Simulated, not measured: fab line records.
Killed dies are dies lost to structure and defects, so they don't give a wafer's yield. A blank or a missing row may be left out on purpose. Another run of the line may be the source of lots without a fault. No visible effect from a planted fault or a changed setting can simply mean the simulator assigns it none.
Chamber matching :: flow nand harc :: NHARC_A_CONTACT_ETCH_92 on rie diel-03 has 4 sister chambers
The step etches the open film in CH3F/O2, target depth 40 nm, time 85.7 s. 8 wafers are shown with their chamber, then 11 later ones without.

== WAFERS, EACH WITH ITS CHAMBER ==
wafer: L080.1
chamber: 0
showerhead plenum p Torr (Torr): 2.37
rf vpp V (V): 242.8

wafer: L080.6
chamber: 3
showerhead plenum p Torr (Torr): 2.29
rf vpp V (V): 241.7

wafer: L082.3
chamber: 3
showerhead plenum p Torr (Torr): 2.29
rf vpp V (V): 241.2

wafer: L082.5
chamber: 0
showerhead plenum p Torr (Torr): 2.37
rf vpp V (V): 242.9

wafer: L081.1
chamber: 1
showerhead plenum p Torr (Torr): 2.50
rf vpp V (V): 245.6

wafer: L089.5
chamber: 1
showerhead plenum p Torr (Torr): 2.49
rf vpp V (V): 244.6

wafer: L089.6
chamber: 2
showerhead plenum p Torr (Torr): 2.32
rf vpp V (V): 242.1

wafer: L088.2
chamber: 2
showerhead plenum p Torr (Torr): 2.32
rf vpp V (V): 242.6

== WAFERS WITH NO CHAMBER GIVEN ==
wafer: L088.4
showerhead plenum p Torr (Torr): 2.28
rf vpp V (V): 242.2

wafer: L088.6
showerhead plenum p Torr (Torr): 2.32
rf vpp V (V): 243.1

wafer: L093.1
showerhead plenum p Torr (Torr): 2.28
rf vpp V (V): 242.3

wafer: L093.2
showerhead plenum p Torr (Torr): 2.49
rf vpp V (V): 243.5

wafer: L093.3
showerhead plenum p Torr (Torr): 2.31
rf vpp V (V): 243.0

wafer: L092.1
showerhead plenum p Torr (Torr): 2.36
rf vpp V (V): 242.7

wafer: L092.3
showerhead plenum p Torr (Torr): 2.49
rf vpp V (V): 244.1

wafer: L092.5
showerhead plenum p Torr (Torr): 2.31
rf vpp V (V): 242.3

wafer: L095.3
showerhead plenum p Torr (Torr): 2.49
rf vpp V (V): 245.3

wafer: L095.5
showerhead plenum p Torr (Torr): 2.36
rf vpp V (V): 241.6

wafer: L095.6
showerhead plenum p Torr (Torr): 2.49
rf vpp V (V): 243.6

== CHAMBER TAKEN BY EACH ==
wafer: L088.4
from the rows above: 3
in truth: 3

wafer: L088.6
from the rows above: 2
in truth: 2

wafer: L093.1
from the rows above: 3
in truth: 3

wafer: L093.2
from the rows above: 1
in truth: 1

wafer: L093.3
from the rows above: 2
in truth: 2

wafer: L092.1
from the rows above: 0
in truth: 0

wafer: L092.3
from the rows above: 1
in truth: 1

wafer: L092.5
from the rows above: 2
in truth: 2

wafer: L095.3
from the rows above: 1
in truth: 1

wafer: L095.5
from the rows above: 0
in truth: 0

wafer: L095.6
from the rows above: 1
in truth: 1
Placed correctly: 11 of 11. From these rows, 0 cannot be placed. Wrongly placed: 0.
How it was worked out, from the rows above alone: a wafer's distance from a chamber is the root of the sum, over the readings, of the square of ((its reading less the chamber's mean) divided by the reading's scatter). The wafer belongs to the nearest chamber; if the next one is less than 2 further off, it can't be placed. For every chamber, the mean is computed from those of its wafers that are shown. The scatter: take each reading less its chamber's mean, square it, sum over the shown wafers, divide by the number of wafers less the number of chambers, and take the root.
